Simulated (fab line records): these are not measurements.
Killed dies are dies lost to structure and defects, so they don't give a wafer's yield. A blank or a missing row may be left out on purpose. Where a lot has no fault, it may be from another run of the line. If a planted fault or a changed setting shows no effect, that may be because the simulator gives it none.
The tool behind it: which one? + flow n5 finfet + 10 lots with 28 wafers sampled at 2 steps, on a route of 1938 steps

WHAT THE GAUGES SHOWED, per wafer
N5_SDB_INSPECT_13: inspects for defects (brightfield). Usual: raw defect count 76, standard deviation 28.
| lot  | measured    | on                | raw defect count | flag |
|------|-------------|-------------------|------------------|------|
| L167 | day 3 21:43 | defect inspect-01 | 110 73 104       |      |
| L172 | day 5 07:04 | defect inspect-01 | 78 137 94        |      |
| L173 | day 5 17:04 | defect inspect-01 | 34 28 49         |      |
| L174 | day 5 19:08 | defect inspect-02 | 55 163 78        |      |
| L177 | day 6 20:38 | defect inspect-02 | 78 76 47         |      |
| L178 | day 6 21:45 | defect inspect-01 | 74 41            |      |
| L179 | day 7 02:26 | defect inspect-02 | 56 74            |      |
| L183 | day 7 21:47 | defect inspect-02 | 81 56 89         |      |
| L185 | day 8 14:01 | defect inspect-01 | 54 58 61         |      |
| L189 | day 9 15:07 | defect inspect-01 | 73 49 72         |      |

EACH LOT AND THE TOOL THAT RAN IT (in order: tool; ch and the chambers of the sampled wafers; start)
| lot  | N5_ILD0_ALD_15                   |
|------|----------------------------------|
| L167 | ald sin-02 ch 0,2,3, day 3 18:38 |
| L172 | ald sin-03 ch 2,3, day 5 03:59   |
| L173 | ald sin-01 ch 0,2,3, day 5 14:06 |
| L174 | ald sin-03 ch 1,2, day 5 16:03   |
| L177 | ald sin-03 ch 0,1, day 6 17:35   |
| L178 | ald sin-02 ch 1,3, day 6 18:41   |
| L179 | ald sin-01 ch 2,3, day 7 00:35   |
| L183 | ald sin-03 ch 0,1,2, day 7 18:50 |
| L185 | ald sin-01 ch 0,1,2, day 8 11:03 |
| L189 | ald sin-01 ch 0,1,2, day 9 12:02 |
- N5_ILD0_ALD_15: deposits SiNx, target thk 24 nm, pulse time 1 s, ald cycles 480.

WHAT THE TOOLS THEMSELVES READ (means of the sampled wafers that have a number; where no wafer has one, the mark that the record gives instead)
N5_ILD0_ALD_15. Usual: heater power w 853 W, standard deviation 100; precursor pulse height rel 1.002, standard deviation 0.021.
| lot  | tool       | heater power w (W) | precursor pulse height rel | flag |
|------|------------|--------------------|----------------------------|------|
| L167 | ald sin-02 | 781                | 1.028                      |      |
| L172 | ald sin-03 | 906                | 1.003                      |      |
| L173 | ald sin-01 | 863                | 0.999                      |      |
| L174 | ald sin-03 | 890                | 0.994                      |      |
| L177 | ald sin-03 | 861                | 1.004                      |      |
| L178 | ald sin-02 | 814                | 0.994                      |      |
| L179 | ald sin-01 | 881                | 1.017                      |      |
| L183 | ald sin-03 | 850                | 1.019                      |      |
| L185 | ald sin-01 | 819                | 0.998                      |      |
| L189 | ald sin-01 | 814                | 0.988                      |      |

THE ANSWER, worked out from the rows above alone
Rule: lot off if the mean of its wafers having a number is beyond 3 standard deviations from the usual mean. A lot without any number at a reading at which 4 lots or more have one is off too. All remaining lots with rows at the step are treated as sound. First the gauges in route order, then the tools' own readings, where a lot's mean is used as printed above. The first step at which some lot is off is used, and at that step the reading that is off furthest; a lot without a number counts as furthest.
Across all readings shown, no lot is off: no conclusion can be drawn from this.

WHAT HAD BEEN PUT IN BY THE SIMULATOR
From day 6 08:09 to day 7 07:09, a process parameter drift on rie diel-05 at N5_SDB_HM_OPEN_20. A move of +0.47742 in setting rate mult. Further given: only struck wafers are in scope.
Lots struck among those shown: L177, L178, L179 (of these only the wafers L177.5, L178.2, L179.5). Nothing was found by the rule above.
